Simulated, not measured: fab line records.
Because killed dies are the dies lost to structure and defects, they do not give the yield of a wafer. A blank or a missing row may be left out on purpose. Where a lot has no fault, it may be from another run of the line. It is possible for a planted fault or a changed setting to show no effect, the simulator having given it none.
What tool caused it?    flow nand-harc    Sampling: 13 lots, 39 wafers, 5 of 1302 route steps

## WHAT THE GAUGES SHOWED, per wafer
NHARC_P_ZERO_WELL_CD_MEAS_24: target cd 720 nm.
lot   measured      on         cd-nm (nm)
L800  day 2 00:02   cd-sem-02  719.6 721.9 716.2
L802  day 2 18:27   cd-sem-01  718.6 717.3 717.8
L804  day 3 14:38   cd-sem-02  723.0 716.0 718.1
L805  day 4 00:22   cd-sem-03  710.7 714.7 707.3
L810  day 6 02:30   cd-sem-01  715.7 716.1 720.3
L815  day 8 04:28   cd-sem-02  718.2 720.9 716.2
L816  day 8 14:29   cd-sem-03  719.1 716.3 724.2
L818  day 9 10:22   cd-sem-01  713.6 717.5 716.4
L819  day 9 20:43   cd-sem-02  719.5 716.8 716.7
L820  day 10 06:35  cd-sem-02  715.2 719.4 714.2
L821  day 10 16:37  cd-sem-02  724.0 720.3 726.0
L822  day 11 02:39  cd-sem-02  721.1 720.2 719.3
L823  day 11 12:29  cd-sem-02  715.4 719.8 720.5

NHARC_P_STI_CD_MEAS_16.
lot   measured      on         cd-nm (nm)
L800  day 2 22:13   cd-sem-01  199 197 196
L802  day 3 17:33   cd-sem-01  200 199 198
L804  day 4 12:49   cd-sem-02  196 197 200
L805  day 4 21:43   cd-sem-02  199 204 201
L810  day 7 00:41   cd-sem-03  201 204 197
L815  day 9 03:09   cd-sem-02  201 193 199
L816  day 9 14:45   cd-sem-02  194 200 198
L818  day 10 07:11  cd-sem-03  200 206 197
L819  day 10 17:41  cd-sem-03  197 198 197
L820  day 11 03:47  cd-sem-01  202 199 198
L821  day 11 13:40  cd-sem-01  200 197 199
L822  day 12 01:25  cd-sem-02  202 197 197
L823  day 12 09:10  cd-sem-02  201 204 196

NHARC_P_STI_OCD_MEAS_17.
lot   measured      on      trench-depth-nm (nm)  trench-foot-cd-nm (nm)
L800  day 2 22:18   ocd-01  292 303 299           159.1 156.3 156.4
L802  day 3 17:38   ocd-01  295 293 295           158.4 158.7 156.4
L804  day 4 12:55   ocd-02  294 293 292           155.9 156.9 160.0
L805  day 4 21:48   ocd-01  310 306 301           155.2 158.0 158.2
L810  day 7 00:47   ocd-01  305 302 295           159.9 161.8 157.1
L815  day 9 03:14   ocd-01  303 298 315           156.9 152.7 154.4
L816  day 9 14:50   ocd-01  305 306 301           153.0 157.2 155.9
L818  day 10 07:16  ocd-02  298 304 304           158.7 160.9 153.7
L819  day 10 17:46  ocd-01  290 297 301           157.8 155.6 154.4
L820  day 11 03:52  ocd-02  308 303 293           157.0 156.7 158.9
L821  day 11 13:45  ocd-01  301 302 297           157.1 155.6 157.5
L822  day 12 01:29  ocd-02  307 309 310           161.0 154.5 155.4
L823  day 12 09:16  ocd-01  305 305 306           158.9 162.0 155.2

## EACH LOT AND THE TOOL THAT RAN IT (in order: tool; ch and the chambers of the sampled wafers; start)
lot   NHARC_P_ZERO_WELL_EXPOSE_21        NHARC_P_STI_ETCH_15
L800  krf-scanner-02 ch 0, day 1 23:53   rie-si-06 ch 0,3, day 2 22:03
L802  krf-scanner-02 ch 0, day 2 18:17   rie-si-05 ch 1,2, day 3 17:23
L804  krf-scanner-02 ch 0, day 3 14:29   rie-si-05 ch 1,2,3, day 4 12:41
L805  krf-scanner-02 ch 0, day 4 00:13   rie-si-01 ch 0,1,2, day 4 21:35
L810  krf-scanner-04 ch 0, day 6 02:20   rie-si-06 ch 0,1,2, day 7 00:34
L815  krf-scanner-01 ch 0, day 8 04:19   rie-si-05 ch 0,1,2, day 9 03:01
L816  krf-scanner-02 ch 0, day 8 14:20   rie-si-01 ch 1,2, day 9 14:35
L818  krf-scanner-01 ch 0, day 9 10:12   rie-si-01 ch 1,2, day 10 07:01
L819  krf-scanner-02 ch 0, day 9 20:34   rie-si-05 ch 1,2,3, day 10 17:33
L820  krf-scanner-02 ch 0, day 10 06:25  rie-si-06 ch 1,2,3, day 11 03:38
L821  krf-scanner-04 ch 0, day 10 16:28  rie-si-01 ch 0,2, day 11 13:31
L822  krf-scanner-01 ch 0, day 11 02:29  rie-si-06 ch 0,1,2, day 12 01:14
L823  krf-scanner-04 ch 0, day 11 12:20  rie-si-06 ch 0,1, day 12 08:59
- NHARC_P_ZERO_WELL_EXPOSE_21: exposes mask P NWELL, target cd 720 nm.
- NHARC_P_STI_ETCH_15: etches the open film in HBr/Cl2, target depth 300 nm, time 100.1 s.

## AS READ BY THE TOOLS THEMSELVES (means over the sampled wafers that have a number; for cases with no such wafer, the mark the record gives instead)
NHARC_P_STI_ETCH_15.
lot   tool       drypump-motor-current-A (A)  oes-product-au (a.u.)  rf-fwd-power-W (W)  throttle-valve-pct (%)
L800  rie-si-06  5.5                          0.995                  397.3               26.405
L802  rie-si-05  6.0                          0.984                  396.9               26.401
L804  rie-si-05  5.7                          0.980                  398.0               26.411
L805  rie-si-01  5.8                          1.010                  396.6               26.399
L810  rie-si-06  5.9                          1.000                  397.1               26.403
L815  rie-si-05  5.7                          1.010                  396.3               26.408
L816  rie-si-01  5.7                          1.007                  395.9               26.399
L818  rie-si-01  5.7                          1.003                  396.2               26.413
L819  rie-si-05  5.7                          0.990                  396.4               26.411
L820  rie-si-06  5.4                          0.999                  397.2               26.406
L821  rie-si-01  5.9                          0.999                  397.3               26.405
L822  rie-si-06  5.9                          1.016                  397.9               26.403
L823  rie-si-06  6.3                          1.009                  398.6               26.403

## THE ANSWER, worked out from the rows above alone
Rule: what is usual is taken from the lots themselves. Put in order of their means at a reading, lots are off if they are a third of the lots or fewer, leave a main group of 4 or more, and stand apart from it by a gap of 3 or more times the standard deviation of the main group's means; of several such gaps the widest counts. The tables above print the reading to a certain number of digits; a main group whose means all agree to those digits is not used. A lot without any number at a reading at which 4 lots or more have one is off too. All remaining lots with rows at the step are treated as sound. The gauges are gone through in route order, then the tools' own readings, and for those a lot's mean is taken as printed above. The first step at which some lot is off is used, and at that step the reading that is off furthest; a lot without a number counts as furthest.
None of the lots is off at any reading shown; this tells nothing.

## WHAT THE SIMULATOR HAD PUT IN
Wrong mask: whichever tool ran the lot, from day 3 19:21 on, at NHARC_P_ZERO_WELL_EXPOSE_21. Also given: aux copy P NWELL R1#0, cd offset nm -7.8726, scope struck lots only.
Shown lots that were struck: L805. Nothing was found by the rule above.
